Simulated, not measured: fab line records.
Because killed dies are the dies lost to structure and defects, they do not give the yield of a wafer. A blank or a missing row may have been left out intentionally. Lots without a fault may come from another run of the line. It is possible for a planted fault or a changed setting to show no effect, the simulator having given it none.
Matching of chambers || flow n5 finfet || N5_HKMG_FIN_ETCH_86 on rie diel-01: 4 sister chambers
The step etches SOC in N2/H2, stops on TiN, target depth 393.2 nm. 4 wafers are shown with their chamber, then 7 later ones without.

WAFERS WITH THEIR CHAMBER
{"wafer": "L082.1", "chamber": 1, "showerhead plenum p Torr (Torr)": 2.58}
{"wafer": "L082.4", "chamber": 3, "showerhead plenum p Torr (Torr)": 2.55}
{"wafer": "L083.1", "chamber": 2, "showerhead plenum p Torr (Torr)": 2.48}
{"wafer": "L083.4", "chamber": 0, "showerhead plenum p Torr (Torr)": 2.69}

WAFERS WHOSE CHAMBER IS MISSING
{"wafer": "L083.6", "showerhead plenum p Torr (Torr)": 2.69}
{"wafer": "L090.1", "showerhead plenum p Torr (Torr)": 2.57}
{"wafer": "L090.4", "showerhead plenum p Torr (Torr)": 2.55}
{"wafer": "L090.5", "showerhead plenum p Torr (Torr)": 2.57}
{"wafer": "L095.1", "showerhead plenum p Torr (Torr)": 2.47}
{"wafer": "L095.2", "showerhead plenum p Torr (Torr)": 2.54}
{"wafer": "L095.4", "showerhead plenum p Torr (Torr)": 2.68}

WHICH CHAMBER EACH ONE RAN IN
{"wafer": "L083.6", "from the rows above": 0, "in truth": 0}
{"wafer": "L090.1", "from the rows above": "can't be placed: 1 or 3", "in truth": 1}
{"wafer": "L090.4", "from the rows above": 3, "in truth": 3}
{"wafer": "L090.5", "from the rows above": "can't be placed: 1 or 3", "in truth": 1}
{"wafer": "L095.1", "from the rows above": 2, "in truth": 2}
{"wafer": "L095.2", "from the rows above": 3, "in truth": 3}
{"wafer": "L095.4", "from the rows above": 0, "in truth": 0}
Correct placement for 5 of the 7. Not placeable from these rows: 2 (in 2, the candidates include the true chamber). Placed wrongly: 0.
How it was worked out, from the rows above alone: a wafer's distance from a chamber is the root of the sum, over the readings, of the square of ((its reading less the chamber's mean) divided by the reading's scatter). If the next closest chamber is less than 2 further off than the closest, the wafer can't be placed; otherwise it belongs to the closest. Each chamber's mean is taken over the wafers shown for it. The scatter: root of mean squared gap, hidden wafer to nearest shown wafer, with one shown wafer a chamber.
